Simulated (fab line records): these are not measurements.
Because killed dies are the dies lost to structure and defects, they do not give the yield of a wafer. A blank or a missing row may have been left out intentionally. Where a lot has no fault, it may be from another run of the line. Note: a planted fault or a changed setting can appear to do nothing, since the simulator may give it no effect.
fab line records || flow n5-finfet
record: {"lots": 6, "wafers": 18, "last-day": 17}
route steps=1938 shown BEOL_M6@1262 BEOL_M7@1263
lots untouched by any fault: they come from a run of this same line in which no faults occurred
start-h: start of the lot's first displayed wafer, in hours after the record's first day || wait-h: how many hours have passed since the lot's step before this one || " as in the row above || L1.1+2: a row that stands for several wafers || - value missing, or start not given || * or withheld: withheld || < > ~ a bound
route shown NAME@n: NAME is a module with steps in the file, n the number in the route of the first one || usual: average and standard deviation across the fault-free wafers || same: alike in all rows || chamber/n: place in a boat || sites: per-site readings || _std_site: the values' standard deviation || _edge_site: outer sites' mean less inner sites' || radius-mm: for every site, how far away it sits from the centre of the wafer || mask NAME#n: copy n || behind: tool/chamber where the wafer was last shaped || hold: reason for holding the lot/hours on hold/outcome of the hold || device: which transistor (n, p or np) failed to switch || end of line: the tests these same wafers got at the end of their route || step lacking rows: just its recipe || killed: count of dies lost to structure and defects at first sort (not the wafer's yield) || map: dies across one wafer; x = killed, . = not, _ = none there
set.NAME: the setting as run; set.NAME@STEP: as run at that earlier step || model.NAME: the simulator's own value behind a step, which no gauge read
lots seen at some steps along the route; tables by step, rows by wafer
services: a tool's chamber out of use, with start hour (start-h, from the record's first day; less than 0 if before it), hours out, and reason
== steps ==
step: N5_BEOL_M6_INSPECT_58
recipe: {"inspect-instrument": "darkfield", "mode": "post-dep"}
usual: {"raw-defect-count": "79/28"}
{"lot.wafer": "L186.4", "tool": "defect-inspect-02", "chamber": "-", "start-h": 191.37, "wait-h": 0.0, "raw-defect-count": 53}
{"lot.wafer": "L186.5", "tool": "defect-inspect-02", "chamber": "-", "start-h": 191.37, "wait-h": 0.0, "raw-defect-count": 72}
{"lot.wafer": "L186.6", "tool": "defect-inspect-02", "chamber": "-", "start-h": 191.37, "wait-h": 0.0, "raw-defect-count": 89}
{"lot.wafer": "L190.1", "tool": "defect-inspect-01", "chamber": "-", "start-h": 207.88, "wait-h": 0.0, "raw-defect-count": 95}
{"lot.wafer": "L190.2", "tool": "defect-inspect-01", "chamber": "-", "start-h": 207.88, "wait-h": 0.0, "raw-defect-count": 72}
{"lot.wafer": "L190.6", "tool": "defect-inspect-01", "chamber": "-", "start-h": 207.88, "wait-h": 0.0, "raw-defect-count": 57}
{"lot.wafer": "L194.2", "tool": "defect-inspect-01", "chamber": "-", "start-h": 250.00, "wait-h": 0.0, "raw-defect-count": 48}
{"lot.wafer": "L194.3", "tool": "defect-inspect-01", "chamber": "-", "start-h": 250.00, "wait-h": 0.0, "raw-defect-count": 45}
{"lot.wafer": "L194.6", "tool": "defect-inspect-01", "chamber": "-", "start-h": 250.00, "wait-h": 0.0, "raw-defect-count": 43}
{"lot.wafer": "L199.2", "tool": "defect-inspect-02", "chamber": "-", "start-h": 264.97, "wait-h": 0.0, "raw-defect-count": 62}
{"lot.wafer": "L199.3", "tool": "defect-inspect-02", "chamber": "-", "start-h": 264.97, "wait-h": 0.0, "raw-defect-count": 48}
{"lot.wafer": "L199.6", "tool": "defect-inspect-02", "chamber": "-", "start-h": 264.97, "wait-h": 0.0, "raw-defect-count": 52}
{"lot.wafer": "L206.3", "tool": "defect-inspect-01", "chamber": "-", "start-h": 314.08, "wait-h": 0.0, "raw-defect-count": 68}
{"lot.wafer": "L206.5", "tool": "defect-inspect-01", "chamber": "-", "start-h": 314.08, "wait-h": 0.0, "raw-defect-count": 90}
{"lot.wafer": "L206.6", "tool": "defect-inspect-01", "chamber": "-", "start-h": 314.08, "wait-h": 0.0, "raw-defect-count": 104}
{"lot.wafer": "L208.1", "tool": "defect-inspect-01", "chamber": "-", "start-h": 321.16, "wait-h": 0.0, "raw-defect-count": 66}
{"lot.wafer": "L208.3", "tool": "defect-inspect-01", "chamber": "-", "start-h": 321.16, "wait-h": 0.0, "raw-defect-count": 79}
{"lot.wafer": "L208.4", "tool": "defect-inspect-01", "chamber": "-", "start-h": 321.16, "wait-h": 0.0, "raw-defect-count": 54}
step: N5_BEOL_M7_ILD_DEP_00
recipe: {"material": "SiCOH_lowk", "target-thk-a": 1797.5, "temp-c": 300, "precursor": "DEMS/porogen", "pressure-torr": 5, "rf-w": 500, "time-s": 33.4}
usual: {"heater-power-w": "309/56", "showerhead-plenum-p-Torr": "5.741/0.02", "throttle-valve-pct": "14.2/0.73"}
{"lot.wafer": "L186.4", "tool": "pecvd-02", "chamber": 1, "start-h": 191.43, "wait-h": 0.1, "heater-power-w": 389, "showerhead-plenum-p-Torr": 5.741, "throttle-valve-pct": 14.8}
{"lot.wafer": "L186.5", "tool": "pecvd-02", "chamber": 0, "start-h": 191.43, "wait-h": 0.1, "heater-power-w": 338, "showerhead-plenum-p-Torr": 5.727, "throttle-valve-pct": 14.0}
{"lot.wafer": "L186.6", "tool": "pecvd-02", "chamber": 2, "start-h": 191.43, "wait-h": 0.1, "heater-power-w": 243, "showerhead-plenum-p-Torr": 5.717, "throttle-valve-pct": 12.9}
{"lot.wafer": "L190.1", "tool": "pecvd-01", "chamber": 2, "start-h": 207.91, "wait-h": 0.0, "heater-power-w": 295, "showerhead-plenum-p-Torr": 5.744, "throttle-valve-pct": 14.3}
{"lot.wafer": "L190.2", "tool": "pecvd-01", "chamber": 0, "start-h": 207.91, "wait-h": 0.0, "heater-power-w": 365, "showerhead-plenum-p-Torr": 5.786, "throttle-valve-pct": 15.2}
{"lot.wafer": "L190.6", "tool": "pecvd-01", "chamber": 1, "start-h": 207.91, "wait-h": 0.0, "heater-power-w": 317, "showerhead-plenum-p-Torr": 5.728, "throttle-valve-pct": 13.9}
{"lot.wafer": "L194.2", "tool": "pecvd-01", "chamber": 1, "start-h": 250.03, "wait-h": 0.0, "heater-power-w": 297, "showerhead-plenum-p-Torr": 5.755, "throttle-valve-pct": 13.8}
{"lot.wafer": "L194.3", "tool": "pecvd-01", "chamber": 0, "start-h": 250.03, "wait-h": 0.0, "heater-power-w": 345, "showerhead-plenum-p-Torr": 5.770, "throttle-valve-pct": 15.2}
{"lot.wafer": "L194.6", "tool": "pecvd-01", "chamber": 2, "start-h": 250.03, "wait-h": 0.0, "heater-power-w": 296, "showerhead-plenum-p-Torr": 5.744, "throttle-valve-pct": 14.5}
{"lot.wafer": "L199.2", "tool": "pecvd-02", "chamber": 0, "start-h": 265.01, "wait-h": 0.0, "heater-power-w": 343, "showerhead-plenum-p-Torr": 5.721, "throttle-valve-pct": 14.4}
{"lot.wafer": "L199.3", "tool": "pecvd-02", "chamber": 2, "start-h": 265.01, "wait-h": 0.0, "heater-power-w": 222, "showerhead-plenum-p-Torr": 5.713, "throttle-valve-pct": 12.9}
{"lot.wafer": "L199.6", "tool": "pecvd-02", "chamber": 2, "start-h": 265.01, "wait-h": 0.0, "heater-power-w": 223, "showerhead-plenum-p-Torr": 5.709, "throttle-valve-pct": 13.0}
{"lot.wafer": "L206.3", "tool": "pecvd-03", "chamber": 1, "start-h": 314.14, "wait-h": 0.1, "heater-power-w": 283, "showerhead-plenum-p-Torr": 5.738, "throttle-valve-pct": 14.9}
{"lot.wafer": "L206.5", "tool": "pecvd-03", "chamber": 1, "start-h": 314.14, "wait-h": 0.1, "heater-power-w": 219, "showerhead-plenum-p-Torr": 5.751, "throttle-valve-pct": 14.8}
{"lot.wafer": "L206.6", "tool": "pecvd-03", "chamber": 0, "start-h": 314.14, "wait-h": 0.1, "heater-power-w": 360, "showerhead-plenum-p-Torr": 5.743, "throttle-valve-pct": 14.0}
{"lot.wafer": "L208.1", "tool": "pecvd-03", "chamber": 0, "start-h": 321.20, "wait-h": 0.0, "heater-power-w": 354, "showerhead-plenum-p-Torr": 5.731, "throttle-valve-pct": 13.8}
{"lot.wafer": "L208.3", "tool": "pecvd-03", "chamber": 1, "start-h": 321.20, "wait-h": 0.0, "heater-power-w": 268, "showerhead-plenum-p-Torr": 5.745, "throttle-valve-pct": 14.8}
{"lot.wafer": "L208.4", "tool": "pecvd-03", "chamber": 0, "start-h": 321.20, "wait-h": 0.0, "heater-power-w": 374, "showerhead-plenum-p-Torr": 5.734, "throttle-valve-pct": 13.8}
step: N5_BEOL_M7_CURE_74
recipe: {"temp-c": 385, "time-s": 240, "ambient": "He/Ar", "material": "SiCOH_lowk"}
usual: {"lamp-power-pct": "52.31/0.051", "wafer_temp_C_max": "386.8/0.73"}
{"lot.wafer": "L186.4", "tool": "uv-cure-03", "chamber": 2, "start-h": 191.71, "wait-h": 0.3, "lamp-power-pct": 52.31, "wafer_temp_C_max": 386.1}
{"lot.wafer": "L186.5", "tool": "uv-cure-03", "chamber": 2, "start-h": 191.71, "wait-h": 0.3, "lamp-power-pct": 52.31, "wafer_temp_C_max": 386.1}
{"lot.wafer": "L186.6", "tool": "uv-cure-03", "chamber": 2, "start-h": 191.71, "wait-h": 0.3, "lamp-power-pct": 52.27, "wafer_temp_C_max": 386.2}
{"lot.wafer": "L190.1", "tool": "uv-cure-03", "chamber": 0, "start-h": 207.98, "wait-h": 0.0, "lamp-power-pct": 52.31, "wafer_temp_C_max": 387.1}
{"lot.wafer": "L190.2", "tool": "uv-cure-03", "chamber": 0, "start-h": 207.98, "wait-h": 0.0, "lamp-power-pct": 52.25, "wafer_temp_C_max": 386.3}
{"lot.wafer": "L190.6", "tool": "uv-cure-03", "chamber": 0, "start-h": 207.98, "wait-h": 0.0, "lamp-power-pct": 52.29, "wafer_temp_C_max": 387.5}
{"lot.wafer": "L194.2", "tool": "uv-cure-02", "chamber": 2, "start-h": 250.26, "wait-h": 0.2, "lamp-power-pct": 52.32, "wafer_temp_C_max": 390.1}
{"lot.wafer": "L194.3", "tool": "uv-cure-02", "chamber": 2, "start-h": 250.26, "wait-h": 0.2, "lamp-power-pct": 52.35, "wafer_temp_C_max": 389.6}
{"lot.wafer": "L194.6", "tool": "uv-cure-02", "chamber": 2, "start-h": 250.26, "wait-h": 0.2, "lamp-power-pct": 52.34, "wafer_temp_C_max": 388.1}
{"lot.wafer": "L199.2", "tool": "uv-cure-03", "chamber": 1, "start-h": 265.46, "wait-h": 0.4, "lamp-power-pct": 52.40, "wafer_temp_C_max": 386.3}
{"lot.wafer": "L199.3", "tool": "uv-cure-03", "chamber": 1, "start-h": 265.46, "wait-h": 0.4, "lamp-power-pct": 52.26, "wafer_temp_C_max": 386.6}
{"lot.wafer": "L199.6", "tool": "uv-cure-03", "chamber": 1, "start-h": 265.46, "wait-h": 0.4, "lamp-power-pct": 52.25, "wafer_temp_C_max": 387.4}
{"lot.wafer": "L206.3", "tool": "uv-cure-01", "chamber": 2, "start-h": 314.37, "wait-h": 0.2, "lamp-power-pct": 52.34, "wafer_temp_C_max": 387.1}
{"lot.wafer": "L206.5", "tool": "uv-cure-01", "chamber": 2, "start-h": 314.37, "wait-h": 0.2, "lamp-power-pct": 52.35, "wafer_temp_C_max": 386.7}
{"lot.wafer": "L206.6", "tool": "uv-cure-01", "chamber": 2, "start-h": 314.37, "wait-h": 0.2, "lamp-power-pct": 52.25, "wafer_temp_C_max": 386.9}
{"lot.wafer": "L208.1", "tool": "uv-cure-03", "chamber": 0, "start-h": 321.29, "wait-h": 0.1, "lamp-power-pct": 52.33, "wafer_temp_C_max": 387.2}
{"lot.wafer": "L208.3", "tool": "uv-cure-03", "chamber": 0, "start-h": 321.29, "wait-h": 0.1, "lamp-power-pct": 52.34, "wafer_temp_C_max": 386.6}
{"lot.wafer": "L208.4", "tool": "uv-cure-03", "chamber": 0, "start-h": 321.29, "wait-h": 0.1, "lamp-power-pct": 52.30, "wafer_temp_C_max": 387.5}
step: N5_BEOL_M7_THK_MEAS_01
recipe: {"reads": "SiCOH_lowk_of_BEOL_M7_ILD_DEP_00"}
usual: {"M7_ILD_THK": "155.5/2.5"}
{"lot.wafer": "L186.4", "tool": "film-metro-02", "chamber": "-", "start-h": 191.98, "wait-h": 0.2, "M7_ILD_THK[nm]": 154.3}
{"lot.wafer": "L186.5", "tool": "film-metro-02", "chamber": "-", "start-h": 191.98, "wait-h": 0.2, "M7_ILD_THK[nm]": 159.5}
{"lot.wafer": "L186.6", "tool": "film-metro-02", "chamber": "-", "start-h": 191.98, "wait-h": 0.2, "M7_ILD_THK[nm]": 154.0}
{"lot.wafer": "L190.1", "tool": "film-metro-01", "chamber": "-", "start-h": 208.97, "wait-h": 0.8, "M7_ILD_THK[nm]": 155.8}
{"lot.wafer": "L190.2", "tool": "film-metro-01", "chamber": "-", "start-h": 208.97, "wait-h": 0.8, "M7_ILD_THK[nm]": 154.9}
{"lot.wafer": "L190.6", "tool": "film-metro-01", "chamber": "-", "start-h": 208.97, "wait-h": 0.8, "M7_ILD_THK[nm]": 158.3}
{"lot.wafer": "L194.2", "tool": "film-metro-01", "chamber": "-", "start-h": 251.09, "wait-h": 0.7, "M7_ILD_THK[nm]": 155.7}
{"lot.wafer": "L194.3", "tool": "film-metro-01", "chamber": "-", "start-h": 251.09, "wait-h": 0.7, "M7_ILD_THK[nm]": 154.8}
{"lot.wafer": "L194.6", "tool": "film-metro-01", "chamber": "-", "start-h": 251.09, "wait-h": 0.7, "M7_ILD_THK[nm]": 157.6}
{"lot.wafer": "L199.2", "tool": "film-metro-02", "chamber": "-", "start-h": 265.89, "wait-h": 0.4, "M7_ILD_THK[nm]": 154.9}
{"lot.wafer": "L199.3", "tool": "film-metro-02", "chamber": "-", "start-h": 265.89, "wait-h": 0.4, "M7_ILD_THK[nm]": 151.5}
{"lot.wafer": "L199.6", "tool": "film-metro-02", "chamber": "-", "start-h": 265.89, "wait-h": 0.4, "M7_ILD_THK[nm]": 152.2}
{"lot.wafer": "L206.3", "tool": "film-metro-02", "chamber": "-", "start-h": 314.72, "wait-h": 0.3, "M7_ILD_THK[nm]": 158.5}
{"lot.wafer": "L206.5", "tool": "film-metro-02", "chamber": "-", "start-h": 314.72, "wait-h": 0.3, "M7_ILD_THK[nm]": 156.6}
{"lot.wafer": "L206.6", "tool": "film-metro-02", "chamber": "-", "start-h": 314.72, "wait-h": 0.3, "M7_ILD_THK[nm]": 153.8}
{"lot.wafer": "L208.1", "tool": "film-metro-01", "chamber": "-", "start-h": 321.80, "wait-h": 0.4, "M7_ILD_THK[nm]": 151.6}
{"lot.wafer": "L208.3", "tool": "film-metro-01", "chamber": "-", "start-h": 321.80, "wait-h": 0.4, "M7_ILD_THK[nm]": 158.2}
{"lot.wafer": "L208.4", "tool": "film-metro-01", "chamber": "-", "start-h": 321.80, "wait-h": 0.4, "M7_ILD_THK[nm]": 154.2}
step: N5_BEOL_M7_PECVD_70
recipe: {"material": "SiO2", "target-thk-a": 200, "temp-c": 400, "precursor": "TEOS/O2", "pressure-torr": 5.5, "rf-w": 450, "teos-flow-sccm": 53.8, "gas": "O2", "flow-sccm": 3000, "time-s": 22.7}
usual: {"heater-power-w": "694/91", "showerhead-plenum-p-Torr": "8.78/0.072", "throttle-valve-pct": "22.9/1.3"}
{"lot.wafer": "L186.4", "tool": "pecvd-02", "chamber": 1, "start-h": 192.04, "wait-h": 0.1, "heater-power-w": 847, "showerhead-plenum-p-Torr": 8.74, "throttle-valve-pct": 23.9}
{"lot.wafer": "L186.5", "tool": "pecvd-02", "chamber": 2, "start-h": 192.04, "wait-h": 0.1, "heater-power-w": 605, "showerhead-plenum-p-Torr": 8.67, "throttle-valve-pct": 20.6}
{"lot.wafer": "L186.6", "tool": "pecvd-02", "chamber": 0, "start-h": 192.04, "wait-h": 0.1, "heater-power-w": 664, "showerhead-plenum-p-Torr": 8.76, "throttle-valve-pct": 22.6}
{"lot.wafer": "L190.1", "tool": "pecvd-03", "chamber": 0, "start-h": 209.01, "wait-h": 0.0, "heater-power-w": 745, "showerhead-plenum-p-Torr": 8.78, "throttle-valve-pct": 22.3}
{"lot.wafer": "L190.2", "tool": "pecvd-03", "chamber": 1, "start-h": 209.01, "wait-h": 0.0, "heater-power-w": 640, "showerhead-plenum-p-Torr": 8.83, "throttle-valve-pct": 24.3}
{"lot.wafer": "L190.6", "tool": "pecvd-03", "chamber": 0, "start-h": 209.01, "wait-h": 0.0, "heater-power-w": 750, "showerhead-plenum-p-Torr": 8.77, "throttle-valve-pct": 22.2}
{"lot.wafer": "L194.2", "tool": "pecvd-03", "chamber": 0, "start-h": 251.13, "wait-h": 0.0, "heater-power-w": 727, "showerhead-plenum-p-Torr": 8.76, "throttle-valve-pct": 22.3}
{"lot.wafer": "L194.3", "tool": "pecvd-03", "chamber": 2, "start-h": 251.13, "wait-h": 0.0, "heater-power-w": 594, "showerhead-plenum-p-Torr": 8.74, "throttle-valve-pct": 20.8}
{"lot.wafer": "L194.6", "tool": "pecvd-03", "chamber": 1, "start-h": 251.13, "wait-h": 0.0, "heater-power-w": 550, "showerhead-plenum-p-Torr": 8.84, "throttle-valve-pct": 24.2}
{"lot.wafer": "L199.2", "tool": "pecvd-02", "chamber": 2, "start-h": 265.93, "wait-h": 0.0, "heater-power-w": 626, "showerhead-plenum-p-Torr": 8.68, "throttle-valve-pct": 21.1}
{"lot.wafer": "L199.3", "tool": "pecvd-02", "chamber": 0, "start-h": 265.93, "wait-h": 0.0, "heater-power-w": 668, "showerhead-plenum-p-Torr": 8.75, "throttle-valve-pct": 22.8}
{"lot.wafer": "L199.6", "tool": "pecvd-02", "chamber": 0, "start-h": 265.93, "wait-h": 0.0, "heater-power-w": 679, "showerhead-plenum-p-Torr": 8.76, "throttle-valve-pct": 23.0}
{"lot.wafer": "L206.3", "tool": "pecvd-03", "chamber": 1, "start-h": 314.77, "wait-h": 0.1, "heater-power-w": 637, "showerhead-plenum-p-Torr": 8.86, "throttle-valve-pct": 24.3}
{"lot.wafer": "L206.5", "tool": "pecvd-03", "chamber": 0, "start-h": 314.77, "wait-h": 0.1, "heater-power-w": 815, "showerhead-plenum-p-Torr": 8.77, "throttle-valve-pct": 22.4}
{"lot.wafer": "L206.6", "tool": "pecvd-03", "chamber": 1, "start-h": 314.77, "wait-h": 0.1, "heater-power-w": 660, "showerhead-plenum-p-Torr": 8.81, "throttle-valve-pct": 24.3}
{"lot.wafer": "L208.1", "tool": "pecvd-01", "chamber": 0, "start-h": 321.84, "wait-h": 0.0, "heater-power-w": 775, "showerhead-plenum-p-Torr": 8.94, "throttle-valve-pct": 24.3}
{"lot.wafer": "L208.3", "tool": "pecvd-01", "chamber": 1, "start-h": 321.84, "wait-h": 0.0, "heater-power-w": 731, "showerhead-plenum-p-Torr": 8.83, "throttle-valve-pct": 22.4}
{"lot.wafer": "L208.4", "tool": "pecvd-01", "chamber": 1, "start-h": 321.84, "wait-h": 0.0, "heater-power-w": 736, "showerhead-plenum-p-Torr": 8.84, "throttle-valve-pct": 22.4}
step: N5_BEOL_M7_HM_DEP_02
recipe: {"material": "TiN", "target-thk-a": 200, "temp-c": 25, "chamber-pressure-pa": 0.49996}
usual: {"throttle-valve-pct": "29.8/0.75"}
{"lot.wafer": "L186.4", "tool": "pvd-sputter-02", "chamber": "-", "start-h": 193.46, "wait-h": 1.4, "throttle-valve-pct": 28.7}
{"lot.wafer": "L186.5", "tool": "pvd-sputter-02", "chamber": "-", "start-h": 193.46, "wait-h": 1.4, "throttle-valve-pct": 29.4}
{"lot.wafer": "L186.6", "tool": "pvd-sputter-02", "chamber": "-", "start-h": 193.46, "wait-h": 1.4, "throttle-valve-pct": 30.4}
{"lot.wafer": "L190.1", "tool": "pvd-sputter-01", "chamber": "-", "start-h": 209.79, "wait-h": 0.8, "throttle-valve-pct": 29.6}
{"lot.wafer": "L190.2", "tool": "pvd-sputter-01", "chamber": "-", "start-h": 209.79, "wait-h": 0.8, "throttle-valve-pct": 29.8}
{"lot.wafer": "L190.6", "tool": "pvd-sputter-01", "chamber": "-", "start-h": 209.79, "wait-h": 0.8, "throttle-valve-pct": 28.7}
{"lot.wafer": "L194.2", "tool": "pvd-sputter-03", "chamber": "-", "start-h": 253.83, "wait-h": 2.7, "throttle-valve-pct": 31.0}
{"lot.wafer": "L194.3", "tool": "pvd-sputter-03", "chamber": "-", "start-h": 253.83, "wait-h": 2.7, "throttle-valve-pct": 29.6}
{"lot.wafer": "L194.6", "tool": "pvd-sputter-03", "chamber": "-", "start-h": 253.83, "wait-h": 2.7, "throttle-valve-pct": 30.2}
{"lot.wafer": "L199.2", "tool": "pvd-sputter-03", "chamber": "-", "start-h": 266.12, "wait-h": 0.2, "throttle-valve-pct": 29.5}
{"lot.wafer": "L199.3", "tool": "pvd-sputter-03", "chamber": "-", "start-h": 266.12, "wait-h": 0.2, "throttle-valve-pct": 31.1}
{"lot.wafer": "L199.6", "tool": "pvd-sputter-03", "chamber": "-", "start-h": 266.12, "wait-h": 0.2, "throttle-valve-pct": 31.1}
{"lot.wafer": "L206.3", "tool": "pvd-sputter-02", "chamber": "-", "start-h": 315.63, "wait-h": 0.8, "throttle-valve-pct": 29.2}
{"lot.wafer": "L206.5", "tool": "pvd-sputter-02", "chamber": "-", "start-h": 315.63, "wait-h": 0.8, "throttle-valve-pct": 29.4}
{"lot.wafer": "L206.6", "tool": "pvd-sputter-02", "chamber": "-", "start-h": 315.63, "wait-h": 0.8, "throttle-valve-pct": 30.2}
{"lot.wafer": "L208.1", "tool": "pvd-sputter-03", "chamber": "-", "start-h": 322.95, "wait-h": 1.1, "throttle-valve-pct": 30.9}
{"lot.wafer": "L208.3", "tool": "pvd-sputter-03", "chamber": "-", "start-h": 322.95, "wait-h": 1.1, "throttle-valve-pct": 30.2}
{"lot.wafer": "L208.4", "tool": "pvd-sputter-03", "chamber": "-", "start-h": 322.95, "wait-h": 1.1, "throttle-valve-pct": 30.4}
step: N5_BEOL_M7_COAT_59
recipe: {"resist": "SOC", "temp-c": 250, "time-s": 60, "spin-rpm": 1500, "resist-thk-nm": 100}
step: N5_BEOL_M7_COAT_60
recipe: {"resist": "SiARC", "temp-c": 220, "time-s": 60, "spin-rpm": 1500, "resist-thk-nm": 35}
step: N5_BEOL_M7_COAT_05
recipe: {"resist": "CAR-ArF", "spin-rpm": 1500, "resist-thk-nm": 90}
step: N5_BEOL_M7_EBR_07
recipe: {"solvent": "PGMEA", "ebr-width-mm": 1.5}
step: N5_BEOL_M7_SOFTBAKE_06
recipe: {"temp-c": 110, "time-s": 60, "resist": "CAR-ArF"}
step: N5_BEOL_M7_EXPOSE_08
recipe: {"mask-id": "M7", "na": 1.35, "source-shape": "dipole", "sigma-inner": 0.817, "sigma-outer": 0.97, "polarization": "te", "dose-mj": 68.25}
step: N5_BEOL_M7_PEB_09
recipe: {"peb-temp-c": "withheld", "peb-time-s": 60, "resist": "CAR-ArF"}
usual: {"chill-plate-temp-C": "23.00/0.11", "exhaust-pa": "45.0/0.79"}
{"lot.wafer": "L186.4", "tool": "litho-track-03", "chamber": 0, "start-h": 195.01, "wait-h": 0.0, "chill-plate-temp-C": 23.24, "exhaust-pa": 45.1}
{"lot.wafer": "L186.5", "tool": "litho-track-03", "chamber": 0, "start-h": 195.01, "wait-h": 0.0, "chill-plate-temp-C": 23.19, "exhaust-pa": 44.8}
{"lot.wafer": "L186.6", "tool": "litho-track-03", "chamber": 0, "start-h": 195.01, "wait-h": 0.0, "chill-plate-temp-C": 23.18, "exhaust-pa": 44.0}
{"lot.wafer": "L190.1", "tool": "litho-track-03", "chamber": 0, "start-h": 210.10, "wait-h": 0.1, "chill-plate-temp-C": 22.87, "exhaust-pa": 44.8}
{"lot.wafer": "L190.2", "tool": "litho-track-03", "chamber": 0, "start-h": 210.10, "wait-h": 0.1, "chill-plate-temp-C": 22.87, "exhaust-pa": 46.0}
{"lot.wafer": "L190.6", "tool": "litho-track-03", "chamber": 0, "start-h": 210.10, "wait-h": 0.1, "chill-plate-temp-C": 23.05, "exhaust-pa": 44.9}
{"lot.wafer": "L194.2", "tool": "litho-track-05", "chamber": "-", "start-h": 254.26, "wait-h": 0.0, "chill-plate-temp-C": "-", "exhaust-pa": "-"}
{"lot.wafer": "L194.3", "tool": "litho-track-05", "chamber": "-", "start-h": 254.26, "wait-h": 0.0, "chill-plate-temp-C": "-", "exhaust-pa": "-"}
{"lot.wafer": "L194.6", "tool": "litho-track-05", "chamber": "-", "start-h": 254.26, "wait-h": 0.0, "chill-plate-temp-C": "-", "exhaust-pa": "-"}
{"lot.wafer": "L199.2", "tool": "litho-track-03", "chamber": "-", "start-h": 266.55, "wait-h": 0.0, "chill-plate-temp-C": "-", "exhaust-pa": "-"}
{"lot.wafer": "L199.3", "tool": "litho-track-03", "chamber": "-", "start-h": 266.55, "wait-h": 0.0, "chill-plate-temp-C": "-", "exhaust-pa": "-"}
{"lot.wafer": "L199.6", "tool": "litho-track-03", "chamber": "-", "start-h": 266.55, "wait-h": 0.0, "chill-plate-temp-C": "-", "exhaust-pa": "-"}
{"lot.wafer": "L206.3", "tool": "litho-track-05", "chamber": 0, "start-h": 315.94, "wait-h": 0.0, "chill-plate-temp-C": 23.00, "exhaust-pa": 45.6}
{"lot.wafer": "L206.5", "tool": "litho-track-05", "chamber": 0, "start-h": 315.94, "wait-h": 0.0, "chill-plate-temp-C": 23.22, "exhaust-pa": 45.7}
{"lot.wafer": "L206.6", "tool": "litho-track-05", "chamber": 0, "start-h": 315.94, "wait-h": 0.0, "chill-plate-temp-C": 23.09, "exhaust-pa": 44.7}
{"lot.wafer": "L208.1", "tool": "litho-track-03", "chamber": 0, "start-h": 323.43, "wait-h": 0.1, "chill-plate-temp-C": 23.05, "exhaust-pa": 44.4}
{"lot.wafer": "L208.3", "tool": "litho-track-03", "chamber": 0, "start-h": 323.43, "wait-h": 0.1, "chill-plate-temp-C": 23.05, "exhaust-pa": 44.9}
{"lot.wafer": "L208.4", "tool": "litho-track-03", "chamber": 0, "start-h": 323.43, "wait-h": 0.1, "chill-plate-temp-C": 23.12, "exhaust-pa": 44.6}
step: N5_BEOL_M7_DEVELOP_10
recipe: {"develop-time-s": 30, "developer": "TMAH", "resist": "CAR-ArF", "rinse-liquid": "diw", "dry": "air-spin", "dev-temp-c": 23}
== services ==
{"tool": "pecvd-03", "chamber": "-", "start-h": 169.69, "hours": 2.8, "kind": "pm"}
{"tool": "pecvd-01", "chamber": "-", "start-h": 186.49, "hours": 2.8, "kind": "pm"}
{"tool": "pecvd-01", "chamber": 0, "start-h": 199.65, "hours": 2.1, "kind": "scheduled-down"}
{"tool": "pecvd-03", "chamber": 2, "start-h": 202.38, "hours": "-", "kind": "clean"}
{"tool": "pecvd-03", "chamber": 2, "start-h": 202.38, "hours": "-", "kind": "consumable-replace:showerhead"}
{"tool": "pecvd-03", "chamber": 2, "start-h": 202.38, "hours": 29.0, "kind": "scheduled-down"}
{"tool": "pecvd-03", "chamber": 2, "start-h": 202.38, "hours": 29.0, "kind": "vent-cycle"}
{"tool": "uv-cure-03", "chamber": "-", "start-h": 211.62, "hours": 1.1, "kind": "repair"}
{"tool": "pecvd-01", "chamber": 0, "start-h": 225.32, "hours": 5.5, "kind": "scheduled-down"}
{"tool": "uv-cure-02", "chamber": "-", "start-h": 260.92, "hours": 7.5, "kind": "pm"}
{"tool": "pecvd-02", "chamber": 1, "start-h": 261.67, "hours": 13.0, "kind": "repair"}
{"tool": "pecvd-03", "chamber": "-", "start-h": 262.39, "hours": 14.6, "kind": "pm"}
{"tool": "pecvd-01", "chamber": "-", "start-h": 271.15, "hours": 6.0, "kind": "pm"}
{"tool": "pecvd-02", "chamber": 0, "start-h": 281.59, "hours": 5.5, "kind": "scheduled-down"}
{"tool": "pecvd-03", "chamber": 1, "start-h": 281.75, "hours": 5.5, "kind": "scheduled-down"}
{"tool": "pecvd-03", "chamber": 0, "start-h": 282.40, "hours": 9.6, "kind": "repair"}
{"tool": "uv-cure-02", "chamber": "-", "start-h": 284.44, "hours": 1.2, "kind": "repair"}
{"tool": "pecvd-03", "chamber": 2, "start-h": 311.14, "hours": 10.7, "kind": "repair"}
{"tool": "litho-track-03", "chamber": "-", "start-h": 312.00, "hours": "-", "kind": "consumable-replace:filter"}
== key ==
first-sign: {"step": "N5_BEOL_M7_PEB_09", "reading": "tool-record", "direction": "missing"}
effect none on later readings
met-at N5_BEOL_M7_PEB_09
struck-wafers L194.2,L194.3,L194.6,L199.2,L199.3,L199.6
later-rows-left-out L194.2,L194.3,L194.6,L199.2,L199.3,L199.6
sort-left-out L194.2,L194.3,L194.6,L199.2,L199.3,L199.6
onset-between 210.10 254.26
fault: {"kind": "skipped-step-whole", "tool": "litho-track-03,litho-track-05", "chamber": "-", "onset-h": 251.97, "steps": "N5_BEOL_M7_PEB_09", "scope": "struck-lots-only"}
sort-left-out: the simulated sort isn't trusted on such a fault, so these wafers' sort isn't shown, and their yield isn't known
later-rows-left-out: the simulator's readings of these wafers behind a module that went badly wrong aren't trusted and aren't shown, but for the sort
